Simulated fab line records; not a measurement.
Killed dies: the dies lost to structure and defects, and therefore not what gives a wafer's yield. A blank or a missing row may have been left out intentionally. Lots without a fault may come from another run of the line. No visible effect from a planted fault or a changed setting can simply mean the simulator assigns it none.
fab line records	flow n5Finfet
[record] lots = 7	wafers = 21
route steps=1938 shown SD_EPI_P@295 SDB@360 GATE_CUT@466 MOL_CONTACT_COAG@559
startH: hours from the record's first day to the start of the lot's first wafer shown	waitH: time in hours since the lot's previous step	" same as the row above	L1.1+2: a row that stands for several wafers	- value missing, or start not given	* or withheld: withheld	< > ~ a bound
route shown NAME@n: names a module that has steps shown in the file, with the first one's number in the route	usual: mean/standard deviation taken from wafers without a fault	same: alike in all rows	chamber/n: place in a boat	sites: each site's reading	_std_site: standard deviation of those values	_edge_site: the outer-site mean with the inner-site mean subtracted	radiusMm: for every site, how far away it sits from the centre of the wafer	mask NAME#n: copy n	behind: the last tool/chamber to shape the wafer	hold: what put the lot on hold/how long, in hours/how the hold closed	device: transistor that didn't switch, given as n, p or np	end of line: the tests these same wafers got at the end of their route	for a step that has no rows: nothing shown but its recipe	killed: dies that structure and defects cost at the first sort, which is not the same as the wafer's yield	map: dies across one wafer; x = killed, . = not, _ = none there
set.NAME: setting as actually run; set.NAME@STEP: the setting as run at that earlier step	model.NAME: the simulator's own value behind a step, which no gauge read
lots run with intentionally changed settings; tables by step, rows by wafer
[[steps]]
[step N5_SD_EPI_P_COAT_34]
[recipe] resist = SOC	tempC = 250	timeS = 60	spinRpm = 1500	resistThkNm = 350
lot.wafer	tool	chamber	startH	waitH	set.spinRpm	model.SOC_of_SD_EPI_P_COAT_34.thkNm
L076.1	lithoTrack-01	0	66.40	0.0	1352	368.6
L076.2	"	0	"	"	1352	369.6
L076.5	"	0	"	"	1500	350.6
L080.1	lithoTrack-02	0	91.24	0.0	1500	350.4
L080.3	"	0	"	"	1594	337.8
L080.6	"	0	"	"	1500	349.4
L089.3	lithoTrack-01	0	144.81	0.0	1407	362.4
L089.4	"	0	"	"	1500	352
L089.5	"	0	"	"	1500	350.8
L091.2	lithoTrack-02	0	155.27	0.0	1606	339
L091.4	"	0	"	"	1606	339.8
L091.6	"	0	"	"	1500	350.8
L094.1	lithoTrack-01	0	174.69	0.0	1570	341.8
L094.2	"	0	"	"	1500	349.4
L094.5	"	0	"	"	1500	348.6
L095.2	lithoTrack-03	0	179.77	0.0	1500	348.6
L095.3	"	0	"	"	1500	349.6
L095.6	"	0	"	"	1500	349.8
L096.2	lithoTrack-02	0	186.04	0.0	1500	350.8
L096.4	"	0	"	"	1337	371.2
L096.6	"	0	"	"	1500	349.8
[step N5_SDB_ETCH_17]
[recipe] chemistry = CF4	target = SiARC	targetDepthA = 234	maskMaterial = CAR-ArF	timeS = 39	ionEnergyEv = 80	pressureMtorr = 40	sourceW = 545	biasW = 36	Ar_flow_sccm = 100	cf4FlowSccm = 100	ends = cleared
[usual] rfVppV = 184.2/1.2
lot.wafer	tool	chamber	startH	waitH	set.biasW	rfVppV
L076.1	rieDiel-06	2	79.88	0.0	36	183.1
L076.2	"	1	"	"	36	186.1
L076.5	"	3	"	"	36	186.3
L080.1	rieDiel-05	2	105.04	0.0	36	185.3
L080.3	"	3	"	"	37.63	189.5
L080.6	"	0	"	"	36	186.1
L089.3	rieDiel-05	3	156.51	0.0	36	184.8
L089.4	"	2	"	"	36	184.6
L089.5	"	3	"	"	38.71	192.8
L091.2	rieDiel-06	0	167.83	0.0	32.91	174.2
L091.4	"	1	"	"	36	184.0
L091.6	"	2	"	"	36	185.1
L094.1	rieDiel-03	0	186.97	0.0	36	183.6
L094.2	"	2	"	"	40.37	194.0
L094.5	"	1	"	"	36	184.5
L095.2	rieDiel-05	2	193.18	0.0	36	185.0
L095.3	"	0	"	"	36	185.6
L095.6	"	3	"	"	36	184.7
L096.2	rieDiel-03	2	198.57	0.0	36	181.7
L096.4	"	1	"	"	36	183.5
L096.6	"	3	"	"	36	183.3
[step N5_SDB_CUT_ETCH_26]
[recipe] chemistry = HBr/Cl2/O2	target = Si	targetDepthA = 1296	btTimeS = 20	maskMaterial = SiNx	timeS = 51.8	ionEnergyEv = *	biasW = *	pressureMtorr = 10	icpW = 800	HBr_flow_sccm = 150	Cl2_flow_sccm = 80	O2_flow_sccm = 12
lot.wafer	tool	chamber	startH	waitH	set.icpW	model.SDB.featureDepthNm	model.etch.depthNm
L076.1	rieSi-01	3	80.75	0.1	800	130.4	130.3
L076.2	"	0	"	"	885.2	134.8	134.7
L076.5	"	3	"	"	800	132.4	132.3
L080.1	rieSi-03	3	105.67	0.1	939.4	139	139
L080.3	"	0	"	"	800	128.6	128.6
L080.6	"	0	"	"	800	129	129
L089.3	rieSi-03	1	157.09	0.1	800	130.8	130.8
L089.4	"	2	"	"	716.6	123	123
L089.5	"	1	"	"	800	130	130
L091.2	rieSi-06	2	168.40	0.1	800	130.4	130.3
L091.4	"	3	"	"	760.6	124.6	124.6
L091.6	"	1	"	"	760.6	126.6	126.6
L094.1	rieSi-01	3	187.55	0.1	800	129.8	129.7
L094.2+5	"	1	"	"	800	132.2	132.3
L095.2	rieSi-03	0	193.78	0.1	800	128.6	128.6
L095.3	"	3	"	"	800	129.8	129.8
L095.6	"	3	"	"	800	130	130
L096.2	rieSi-01	3	199.48	0.1	800	129	129
L096.4	"	2	"	"	852.7	132.8	132.8
L096.6	"	3	"	"	852.7	132.8	132.9
[step N5_GATE_CUT_ETCH_56]
[recipe] chemistry = Cl2/Ar	target = TiN	targetDepthA = 216	pressureMtorr = 10	icpW = 600	biasW = 60	Cl2_flow_sccm = 40	Ar_flow_sccm = 60
lot.wafer	tool	chamber	startH	waitH	set.icpW	model.etch.depthNm
L076.1	rieMetal-02	0	93.94	0.1	658.8	23.25
L076.2	"	1	"	"	600	21.69
L076.5	"	0	"	"	658.8	23.08
L080.1	rieMetal-01	0	119.32	0.1	503.6	18.41
L080.3	"	0	"	"	600	21.44
L080.6	"	0	"	"	600	21.35
L089.3	rieMetal-02	0	170.35	0.1	600	21.3
L089.4	"	1	"	"	600	21.74
L089.5	"	0	"	"	600	21.07
L091.2	rieMetal-01	0	183.09	0.1	600	21.62
L091.4	"	0	"	"	706.3	25.14
L091.6	"	0	"	"	706.3	24.65
L094.1	rieMetal-03	0	204.25	0.1	499.1	18.13
L094.2	"	1	"	"	600	22.02
L094.5	"	0	"	"	600	21.36
L095.2	rieMetal-03	1	207.09	0.1	600	22.24
L095.3	"	1	"	"	600	22.14
L095.6	"	1	"	"	600	22.35
L096.2	rieMetal-01	0	212.70	0.2	600	21.56
L096.4	"	0	"	"	658.6	23.32
L096.6	"	0	"	"	600	21.47
[step N5_GATE_CUT_EXPOSE_10]
[recipe] maskId = GATE_CUT	na = 0.33	sourceShape = annular	sigmaInner = 0.35	sigmaOuter = 0.8	polarization = unpolarized	targetCdNm = 20	doseMj = 43.25
lot.wafer	tool	chamber	startH	waitH	mask	set.doseMj
L076.1+2+5	euvScanner-02	0	98.43	-	GATE_CUT#0	44.81
L080.1+3+6	euvScanner-02	0	122.97	-	GATE_CUT#0	43.25
L089.3+5	euvScanner-02	0	173.84	-	GATE_CUT#0	43.25
L089.4	"	0	"	"	GATE_CUT#0	42.38
L091.2+4	euvScanner-01	0	186.69	-	GATE_CUT#0	44.47
L091.6	"	0	"	"	GATE_CUT#0	43.25
L094.1+5	euvScanner-02	0	207.69	-	GATE_CUT#0	40.03
L094.2	"	0	"	"	GATE_CUT#0	43.25
L095.2+3+6	euvScanner-02	0	211.52	-	GATE_CUT#0	43.25
L096.2+4	euvScanner-01	0	217.37	-	GATE_CUT#0	43.25
L096.6	"	0	"	"	GATE_CUT#0	45.06
[step N5_GATE_CUT_PEB_11]
[recipe] pebTempC = 100	pebTimeS = 60	resist = CAR-EUV
[step N5_GATE_CUT_DEVELOP_12]
[recipe] developTimeS = 30	developer = TMAH	resist = CAR-EUV	rinseLiquid = surfactantRinse	dry = airSpin	devTempC = 23
[step N5_GATE_CUT_CD_MEAS_13]
[recipe] targetCdNm = 20	landingEnergyEv = 500	detector = seInlens
[usual] cdNm = 20.04/0.23
lot.wafer	tool	chamber	startH	waitH	set.doseMj@GATE_CUT_EXPOSE_10	cdNm
L076.1	cdSem-01	0	98.56	-	44.81	20.79
L076.2	"	0	"	"	44.81	20.37
L076.5	"	0	"	"	44.81	20.89
L080.1	cdSem-02	0	123.10	-	43.25	20.12
L080.3	"	0	"	"	43.25	20.14
L080.6	"	0	"	"	43.25	20.35
L089.3	cdSem-03	0	173.96	-	43.25	19.73
L089.4	"	0	"	"	42.38	19.51
L089.5	"	0	"	"	43.25	20.24
L091.2	cdSem-01	0	186.81	-	44.47	20.95
L091.4	"	0	"	"	44.47	20.60
L091.6	"	0	"	"	43.25	20.27
L094.1	cdSem-01	0	207.82	-	40.03	18.19
L094.2	"	0	"	"	43.25	19.76
L094.5	"	0	"	"	40.03	18.11
L095.2	cdSem-02	0	211.65	-	43.25	20.07
L095.3	"	0	"	"	43.25	19.94
L095.6	"	0	"	"	43.25	19.93
L096.2	cdSem-01	0	217.50	-	43.25	19.74
L096.4	"	0	"	"	43.25	19.80
L096.6	"	0	"	"	45.06	20.58
[step N5_GATE_CUT_DESCUM_18]
[recipe] chemistry = O2	timeS = 7	sourcePowerW = 50	biasPowerW = 20	pressureMtorr = 20	rfFrequencyHz = 2.712e+07	tempC = 40	resist = CAR-EUV	o2FlowSccm = 225
lot.wafer	tool	chamber	startH	waitH	set.doseMj@GATE_CUT_EXPOSE_10	model.GATE_CUT.cdNm
L076.1+2	rieDiel-01	1,3	98.71	0.1	44.81	20.8
L076.5	"	2	"	"	44.81	21
L080.1	rieDiel-01	2	123.23	0.0	43.25	20.4
L080.3+6	"	0,3	"	"	43.25	20.2
L089.3	rieDiel-01	0	174.23	0.2	43.25	20
L089.4	"	3	"	"	42.38	19.8
L089.5	"	3	"	"	43.25	20.2
L091.2+4	rieDiel-01	0,2	186.99	0.1	44.47	20.8
L091.6	"	3	"	"	43.25	20.2
L094.1+5	rieDiel-04	3,1	207.95	0.0	40.03	18.2
L094.2	"	2	"	"	43.25	20
L095.2	rieDiel-01	3	211.77	0.0	43.25	20
L095.3+6	"	1,0	"	"	43.25	19.8
L096.2+4	rieDiel-02	3,2	218.19	0.6	43.25	19.8
L096.6	"	0	"	"	45.06	20.8
[step N5_GATE_CUT_ETCH_28]
[recipe] chemistry = N2/H2	target = underlayer	targetDepthA = 130	maskMaterial = CAR-EUV	timeS = 10.4	ionEnergyEv = 200	pressureMtorr = 30	sourceW = 840	biasW = 150	n2FlowSccm = 200	h2FlowSccm = 200	ends = cleared
lot.wafer	tool	chamber	startH	waitH	set.doseMj@GATE_CUT_EXPOSE_10	model.GATE_CUT.cdNm
L076.1+2	rieDiel-01	1,3	98.75	0.0	44.81	20.8
L076.5	"	2	"	"	44.81	21
L080.1+3+6	rieDiel-01	2,0,3	123.26	0.0	43.25	20.2
L089.3+5	rieDiel-01	0,3	174.26	0.0	43.25	20.2
L089.4	"	3	"	"	42.38	19.8
L091.2+4	rieDiel-01	0,2	187.02	0.0	44.47	20.8
L091.6	"	3	"	"	43.25	20
L094.1+5	rieDiel-04	3,1	207.98	0.0	40.03	18.2
L094.2	"	2	"	"	43.25	20
L095.2+6	rieDiel-01	3,0	211.80	0.0	43.25	20
L095.3	"	1	"	"	43.25	19.8
L096.2+4	rieDiel-02	3,2	218.22	0.0	43.25	19.8
L096.6	"	0	"	"	45.06	21
[step N5_GATE_CUT_ETCH_36]
[recipe] chemistry = CF4	target = SiARC	targetDepthA = 130	maskMaterial = CAR-EUV	timeS = 21.7	ionEnergyEv = 80	pressureMtorr = 40	sourceW = 545	biasW = 36	Ar_flow_sccm = 100	cf4FlowSccm = 100	ends = cleared
lot.wafer	tool	chamber	startH	waitH	set.cf4FlowSccm	set.doseMj@GATE_CUT_EXPOSE_10	model.GATE_CUT.cdNm
L076.1	rieDiel-01	1	98.77	0.0	100	44.81	20.6
L076.2	"	3	"	"	100	44.81	20.8
L076.5	"	2	"	"	100	44.81	21
L080.1+6	rieDiel-01	2,3	123.28	0.0	105.7	43.25	20.2
L080.3	"	0	"	"	100	43.25	20.2
L089.3	rieDiel-01	0	174.28	0.0	100	43.25	20.2
L089.4	"	3	"	"	100	42.38	19.8
L089.5	"	3	"	"	83.06	43.25	20.2
L091.2	rieDiel-01	0	187.04	0.0	100	44.47	20.8
L091.4	"	2	"	"	100	44.47	20.6
L091.6	"	3	"	"	84.58	43.25	20
L094.1	rieDiel-04	3	208.00	0.0	100	40.03	18.2
L094.2	"	2	"	"	114.1	43.25	20
L094.5	"	1	"	"	114.1	40.03	18.2
L095.2+6	rieDiel-01	3,0	211.82	0.0	100	43.25	20
L095.3	"	1	"	"	100	43.25	19.8
L096.2	rieDiel-02	3	218.24	0.0	111.8	43.25	20
L096.4	"	2	"	"	100	43.25	19.8
L096.6	"	0	"	"	111.8	45.06	21
[step N5_GATE_CUT_ETCH_37]
[recipe] chemistry = N2/H2	target = SOC	targetDepthA = 600	overetchA = 120	maskMaterial = SiARC	tempC = 40	timeS = 90	ionEnergyEv = 200	pressureMtorr = 30	sourceW = 840	biasW = 150	n2FlowSccm = 200	h2FlowSccm = 200
[step N5_GATE_CUT_STRIP_38]
[recipe] chemistry = N2/H2	tempC = 40	n2FlowSccm = 200	h2FlowSccm = 200	rfFrequencyHz = 6e+07
[step N5_GATE_CUT_STRIP_39]
[recipe] chemistry = N2/H2	tempC = 40	n2FlowSccm = 200	h2FlowSccm = 200	rfFrequencyHz = 6e+07
[step N5_GATE_CUT_HM_OPEN_40]
[recipe] chemistry = C4F6/O2	target = SiO2	maskMaterial = SiARC	targetDepthA = 1390	timeS = 85.1	ionEnergyEv = 250	pressureMtorr = 30	sourceW = 345	biasW = 185	Ar_flow_sccm = 300	C4F6_flow_sccm = 10	O2_flow_sccm = 10	ends = cleared
lot.wafer	tool	chamber	startH	waitH	set.doseMj@GATE_CUT_EXPOSE_10	model.GATE_CUT.cdNm
L076.1	rieDiel-01	1	98.88	0.0	44.81	20.6
L076.2	"	3	"	"	44.81	20.8
L076.5	"	2	"	"	44.81	21
L080.1+3	rieDiel-01	2,0	123.39	0.0	43.25	20.4
L080.6	"	3	"	"	43.25	20.2
L089.3	rieDiel-01	0	174.39	0.0	43.25	20.2
L089.4	"	3	"	"	42.38	19.6
L089.5	"	3	"	"	43.25	20
L091.2	rieDiel-01	0	187.15	0.0	44.47	20.8
L091.4	"	2	"	"	44.47	20.6
L091.6	"	3	"	"	43.25	20
L094.1	rieDiel-04	3	208.11	0.0	40.03	18.4
L094.2	"	2	"	"	43.25	19.8
L094.5	"	1	"	"	40.03	18.2
L095.2+3	rieDiel-01	3,1	211.93	0.0	43.25	19.8
L095.6	"	0	"	"	43.25	20.2
L096.2+4	rieDiel-02	3,2	218.35	0.0	43.25	19.8
L096.6	"	0	"	"	45.06	20.8
[step N5_GATE_CUT_STRIP_41]
[recipe] chemistry = CF4	resist = SiARC	powerW = 300	biasPowerW = 75	pressureMtorr = 50	cf4FlowSccm = 150	rfFrequencyHz = 6e+07
[step N5_GATE_CUT_STRIP_42]
[recipe] chemistry = O2	powerW = 400	tempC = 40	pressureMtorr = 30	rfFrequencyHz = 6e+07	biasPowerW = 0	overashFraction = 0.3	o2FlowSccm = 225
[step N5_GATE_CUT_CUT_ETCH_54]
[recipe] chemistry = Cl2/BCl3	target = TiN	maskMaterial = SiO2	targetDepthA = 967	pressureMtorr = 10	icpW = 1000	biasW = 126	Cl2_flow_sccm = 53.25	bcl3FlowSccm = 21.75	Ar_flow_sccm = 25	ends = cleared
[step N5_GATE_CUT_CUT_ETCH_55]
[recipe] chemistry = BCl3	target = HfO2	maskMaterial = SiO2	targetDepthA = 32	ionEnergyEv = 30	pressureMtorr = 5	icpW = 450	biasW = 18	bcl3FlowSccm = 80
[step N5_GATE_CUT_ETCH_47]
[recipe] chemistry = Cl2/BCl3	target = SiO2	targetDepthA = 100	pressureMtorr = 10	icpW = 1000	biasW = 126	Cl2_flow_sccm = 53.25	bcl3FlowSccm = 21.75	Ar_flow_sccm = 25
lot.wafer	tool	chamber	startH	waitH	set.doseMj@GATE_CUT_EXPOSE_10	model.GATE_CUT.cdNm
L076.1	rieMetal-03	0	99.26	0.0	44.81	20.2
L076.2	"	1	"	"	44.81	20.8
L076.5	"	1	"	"	44.81	21.4
L080.1+6	rieMetal-01	1	123.77	0.0	43.25	20.2
L080.3	"	1	"	"	43.25	20.4
L089.3	rieMetal-01	1	174.78	0.0	43.25	20.4
L089.4	"	0	"	"	42.38	19.8
L089.5	"	0	"	"	43.25	20
L091.2+4	rieMetal-02	1,0	187.53	0.0	44.47	20.8
L091.6	"	1	"	"	43.25	19.8
L094.1	rieMetal-02	1	208.49	0.0	40.03	18
L094.2	"	0	"	"	43.25	19.8
L094.5	"	0	"	"	40.03	17.8
L095.2	rieMetal-02	0	212.31	0.0	43.25	19.6
L095.3	"	0	"	"	43.25	19.4
L095.6	"	1	"	"	43.25	20
L096.2+4	rieMetal-01	1	218.73	0.0	43.25	20
L096.6	"	0	"	"	45.06	21.6
[step N5_MOL_CONTACT_COAG_ALD_27]
[recipe] material = SiOC	targetThkA = 170	tempC = 400	aldPrecursorFamily = carbosiloxane	aldCoReactant = H2-plasma	pulseTimeS = 1.5	timeS = 2720	purgeTimeS = 2	coReactantPurgeTimeS = 2	aldCycles = 340	pressureTorr = 2
lot.wafer	tool	chamber	startH	waitH	set.timeS	model.SiOC_of_MOL_CONTACT_COAG_ALD_27.thkNm
L076.1	aldSin-02	3	109.27	0.0	2260	14.2
L076.2+5	"	2,3	"	"	2720	17
L080.1+3	aldSin-01	1,3	132.42	0.0	2976	17
L080.6	"	3	"	"	2720	17
L089.3	aldSin-01	2	186.67	1.8	3220	17.2
L089.4+5	"	0,1	"	"	2720	17.2
L091.2	aldSin-01	0	199.71	0.0	3068	17
L091.4+6	"	2,3	"	"	2720	17
L094.1	aldSin-01	2	219.56	1.4	2720	17
L094.2+5	"	0	"	"	2372	14.8
L095.2	aldSin-01	2	225.00	0.4	2720	17.2
L095.3+6	"	3	"	"	2720	17
L096.2+4+6	aldSin-03	2,3,3	235.20	0.0	2720	17
[step N5_MOL_CONTACT_COAG_COAT_76]
[recipe] resist = SiARC	tempC = 220	timeS = 60	spinRpm = 1500	resistThkNm = 10
lot.wafer	tool	chamber	startH	waitH	set.spinRpm	model.SiARC_of_MOL_CONTACT_COAG_COAT_76.thkNm
L076.1+2	lithoTrack-05	0	-	-	1393	10.4
L076.5	"	0	"	"	1500	10
L080.1+6	lithoTrack-01	0	-	-	1500	10
L080.3	"	0	"	"	1562	9.8
L089.3+5	lithoTrack-04	0	-	-	1662	9.6
L089.4	"	0	"	"	1500	10
L091.2+4+6	lithoTrack-05	0	-	-	1500	10
L094.1+2	lithoTrack-04	0	-	-	1604	9.8
L094.5	"	0	"	"	1500	10
L095.2+3+6	lithoTrack-04	0	-	-	1500	10
L096.2+4	lithoTrack-04	0	-	-	1584	9.8
L096.6	"	0	"	"	1500	10
[step N5_MOL_CONTACT_COAG_COAT_77]
[recipe] resist = underlayer	tempC = 205	timeS = 60	spinRpm = 1500	resistThkNm = 10
[step N5_MOL_CONTACT_COAG_COAT_78]
[recipe] resist = CAR-EUV	spinRpm = 1500	resistThkNm = 40
[step N5_MOL_CONTACT_COAG_DESCUM_88]
[recipe] chemistry = O2	timeS = 7	sourcePowerW = 50	biasPowerW = 20	pressureMtorr = 20	rfFrequencyHz = 2.712e+07	tempC = 40	resist = CAR-EUV	o2FlowSccm = 225
[step N5_MOL_CONTACT_COAG_ETCH_89]
[recipe] chemistry = N2/H2	target = underlayer	targetDepthA = 130	maskMaterial = CAR-EUV	timeS = 10.4	ionEnergyEv = 200	pressureMtorr = 30	sourceW = 840	biasW = 150	n2FlowSccm = 200	h2FlowSccm = 200	ends = cleared
[step N5_MOL_CONTACT_COAG_ETCH_90]
[recipe] chemistry = CF4	target = SiARC	targetDepthA = 130	maskMaterial = CAR-EUV	timeS = 21.7	ionEnergyEv = 80	pressureMtorr = 40	sourceW = 545	biasW = 36	Ar_flow_sccm = 100	cf4FlowSccm = 100	ends = cleared
lot.wafer	tool	chamber	startH	waitH	set.spinRpm@MOL_CONTACT_COAG_COAT_76	model.etch.depthNm
L076.1	rieDiel-06	2	112.61	0.0	1393	10.44
L076.2	"	0	"	"	1393	10.41
L076.5	"	0	"	"	1500	10.01
L080.1	rieDiel-03	2	135.42	0.0	1500	10.06
L080.3	"	3	"	"	1562	9.844
L080.6	"	1	"	"	1500	10.02
L089.3	rieDiel-05	2	189.77	0.0	1662	9.543
L089.4	"	3	"	"	1500	10.04
L089.5	"	2	"	"	1662	9.516
L091.2	rieDiel-03	2	202.77	0.0	1500	9.952
L091.4	"	3	"	"	1500	10
L091.6	"	3	"	"	1500	9.975
L094.1	rieDiel-05	2	224.04	0.0	1604	9.717
L094.2	"	3	"	"	1604	9.745
L094.5	"	0	"	"	1500	10.06
L095.2	rieDiel-06	3	229.13	0.0	1500	10.01
L095.3	"	2	"	"	1500	10.03
L095.6	"	3	"	"	1500	10.06
L096.2	rieDiel-03	3	238.25	0.0	1584	9.771
L096.4	"	1	"	"	1584	9.772
L096.6	"	1	"	"	1500	10.02
[step N5_MOL_CONTACT_COAG_ALD_131]
[recipe] material = SiO2	targetThkA = 50	tempC = 100	aldPrecursorFamily = BDEAS	aldCoReactant = O2-plasma	pulseTimeS = 1	coReactantPulseTimeS = 1	purgeTimeS = 2	coReactantPurgeTimeS = 2	aldCycles = 35	pressureTorr = 2
[step N5_MOL_CONTACT_COAG_ETCHBACK_132]
[recipe] chemistry = CHF3	target = SiO2	targetDepthA = 100	timeS = 6.7	ionEnergyEv = 200	pressureMtorr = 30	sourceW = 610	biasW = 170	Ar_flow_sccm = 200	CHF3_flow_sccm = 50
[step N5_MOL_CONTACT_COAG_ETCH_91]
[recipe] chemistry = N2/H2	target = SOC	targetDepthA = 600	overetchA = 210	maskMaterial = SiARC	tempC = 40	timeS = 101.2	ionEnergyEv = 200	pressureMtorr = 30	sourceW = 840	biasW = 150	n2FlowSccm = 200	h2FlowSccm = 200
lot.wafer	tool	chamber	startH	waitH	set.spinRpm@MOL_CONTACT_COAG_COAT_76	model.SiARC_of_MOL_CONTACT_COAG_COAT_76.thkNm
L076.1+2	rieDiel-03	1,2	112.92	0.0	1393	6.2
L076.5	"	1	"	"	1500	5.6
L080.1+6	rieDiel-06	1,3	135.72	0.0	1500	5.8
L080.3	"	2	"	"	1562	5.6
L089.3	rieDiel-03	2	191.15	0.0	1662	5.4
L089.4	"	3	"	"	1500	5.8
L089.5	"	1	"	"	1662	5.2
L091.2+4+6	rieDiel-06	3,2,3	203.07	0.0	1500	5.8
L094.1	rieDiel-06	2	224.38	0.0	1604	5.4
L094.2	"	0	"	"	1604	5.6
L094.5	"	0	"	"	1500	6
L095.2+3+6	rieDiel-03	3,1,3	229.45	0.0	1500	5.8
L096.2+4	rieDiel-03	0,2	238.54	0.0	1584	5.6
L096.6	"	0	"	"	1500	6
[[key]]
[split] step = N5_SD_EPI_P_COAT_34	setting = spinRpm	stated = 1500	by = wafer
[response] step = N5_SD_EPI_P_COAT_34	reading = model.SOC_of_SD_EPI_P_COAT_34.thkNm	change = -1.83	per = 1%	r = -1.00
[split] step = N5_SDB_ETCH_17	setting = biasW	stated = 36	by = wafer
[response] step = N5_SDB_ETCH_17	reading = rfVppV	change = +0.964	per = 1%	r = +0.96
[split] step = N5_SDB_CUT_ETCH_26	setting = icpW	stated = 800	by = wafer
[response] step = N5_SDB_CUT_ETCH_26	reading = model.SDB.featureDepthNm	change = +0.573	per = 1%	r = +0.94
[response] step = N5_SDB_CUT_ETCH_26	reading = model.etch.depthNm	change = +0.572	per = 1%	r = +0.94
[split] step = N5_GATE_CUT_ETCH_56	setting = icpW	stated = 600	by = wafer
[response] step = N5_GATE_CUT_ETCH_56	reading = model.etch.depthNm	change = +0.189	per = 1%	r = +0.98
[split] step = N5_GATE_CUT_EXPOSE_10	setting = doseMj	stated = 43.25	by = wafer
[response] step = N5_GATE_CUT_CD_MEAS_13	reading = cdNm	change = +0.21	per = 1%	r = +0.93
[response] step = N5_GATE_CUT_DESCUM_18	reading = model.GATE_CUT.cdNm	change = +0.234	per = 1%	r = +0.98
[response] step = N5_GATE_CUT_ETCH_28	reading = model.GATE_CUT.cdNm	change = +0.253	per = 1%	r = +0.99
[response] step = N5_GATE_CUT_ETCH_36	reading = model.GATE_CUT.cdNm	change = +0.245	per = 1%	r = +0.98
[response] step = N5_GATE_CUT_HM_OPEN_40	reading = model.GATE_CUT.cdNm	change = +0.216	per = 1%	r = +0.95
[response] step = N5_GATE_CUT_ETCH_47	reading = model.GATE_CUT.cdNm	change = +0.288	per = 1%	r = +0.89
[split] step = N5_GATE_CUT_ETCH_36	setting = cf4FlowSccm	stated = 100	by = wafer
response none clear
[split] step = N5_MOL_CONTACT_COAG_ALD_27	setting = timeS	stated = 2720	by = wafer
[response] step = N5_MOL_CONTACT_COAG_ALD_27	reading = model.SiOC_of_MOL_CONTACT_COAG_ALD_27.thkNm	shape = bent	atLowest = 14.2	atStated = 17.04	atHighest = 17.2
[split] step = N5_MOL_CONTACT_COAG_COAT_76	setting = spinRpm	stated = 1500	by = wafer
[response] step = N5_MOL_CONTACT_COAG_COAT_76	reading = model.SiARC_of_MOL_CONTACT_COAG_COAT_76.thkNm	change = -0.0398	per = 1%	r = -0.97
[response] step = N5_MOL_CONTACT_COAG_ETCH_90	reading = model.etch.depthNm	change = -0.0492	per = 1%	r = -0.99
[response] step = N5_MOL_CONTACT_COAG_ETCH_91	reading = model.SiARC_of_MOL_CONTACT_COAG_COAT_76.thkNm	change = -0.0614	per = 1%	r = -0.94
